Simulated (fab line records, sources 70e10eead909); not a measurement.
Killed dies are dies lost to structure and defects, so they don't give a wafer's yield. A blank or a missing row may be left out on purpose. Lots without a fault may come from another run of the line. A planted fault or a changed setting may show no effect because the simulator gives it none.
One fault seen from 2 desks | flow nand_harc | each desk has only its own numbers; what lay behind them comes last

THE METROLOGY DESK
What the gauges read, lot by lot, whatever tool the lot ran on: means of the sampled wafers that have a number. A lot is out of limits, marked OUT, if its mean lies more than 4 standard deviations from the usual mean; the brackets give that distance.
Columns: A = overlay_x_nm at NHARC_HYBRID_BOND_OVL_MEAS_05, usual -2 nm; B = overlay_y_nm at NHARC_HYBRID_BOND_OVL_MEAS_05, usual -2 nm; C = cd_nm at NHARC_THIN_TSV_CD_MEAS_33, usual 5001.0 nm
lot  | first seen here | A   | B   | C
L257 | day 18 21:58    | 6   | -8  | 5001.5
L258 | day 18 21:58    | -31 | -8  | 5002.9
L261 | day 18 21:59    | 5   | -2  | 5003.7
L259 | day 19 04:43    | 8   | -29 | 4999.4
L263 | day 20 11:22    | 19  | 12  | 5000.0
L264 | day 20 11:22    | 5   | -4  | 4999.7
L262 | day 20 22:01    | 2   | 1   | 4999.5
L265 | day 20 22:02    | -6  | -10 | 5000.5
L268 | day 22 13:37    | 25  | 9   | 5002.2
L274 | day 22 13:37    | -4  | 30  | 4999.8
L271 | day 22 21:27    | 25  | -14 | 5002.8
L272 | day 23 03:07    | -7  | -8  | 5002.5
L277 | day 24 05:42    | -30 | 28  | 5001.2
This desk's finding: nothing out of limits on any of the 13 lots.

THE TOOL OWNER'S DESK: rie_diel-11
The tool's own readings at NHARC_A_CONTACT_ETCH_98 (etches the open film in C4F6/O2, target depth 20 nm, time 10 s): means of the sampled wafers that have a number, for each lot that ran on this tool. A lot is out of limits, marked OUT, if its mean lies more than 4 standard deviations from the usual mean; the brackets give that distance.
Columns: A = bias_w at NHARC_A_CONTACT_ETCH_98, usual 500.0 W; B = drypump_motor_current_A at NHARC_A_CONTACT_ETCH_98, usual 5.5 A; C = oes_product_au at NHARC_A_CONTACT_ETCH_98, usual 0.964 a.u.; D = rf_vpp_V at NHARC_A_CONTACT_ETCH_98, usual 545 V; E = showerhead_plenum_p_Torr at NHARC_A_CONTACT_ETCH_98, usual 3.83 Torr; F = throttle_valve_pct at NHARC_A_CONTACT_ETCH_98, usual 26.903 %
lot  | first seen here | A     | B   | C     | D   | E    | F
L257 | day 17 04:58    | 500.0 | 5.5 | 0.997 | 544 | 3.78 | 26.907
L258 | day 17 11:08    | 497.5 | 5.4 | 0.956 | 547 | 3.91 | 26.894
L261 | day 17 13:20    | 501.5 | 5.4 | 0.993 | 544 | 3.79 | 26.911
L259 | day 17 14:43    | 500.4 | 5.4 | 0.977 | 544 | 3.79 | 26.909
L263 | day 19 03:25    | 499.2 | 5.2 | 0.954 | 546 | 3.91 | 26.910
L264 | day 19 04:34    | 498.5 | 5.4 | 0.951 | 544 | 3.79 | 26.909
L268 | day 20 22:47    | 499.1 | 5.4 | 0.940 | 544 | 3.78 | 26.899
L274 | day 21 04:20    | 499.4 | 5.4 | 0.956 | 540 | 3.65 | 26.904
This desk's finding: nothing out of limits on any of the 8 lots.

PUT TOGETHER
The metrology desk saw nothing out of limits.
The tool owner's desk saw nothing out of limits.

WHAT THE SIMULATOR HAD PUT IN
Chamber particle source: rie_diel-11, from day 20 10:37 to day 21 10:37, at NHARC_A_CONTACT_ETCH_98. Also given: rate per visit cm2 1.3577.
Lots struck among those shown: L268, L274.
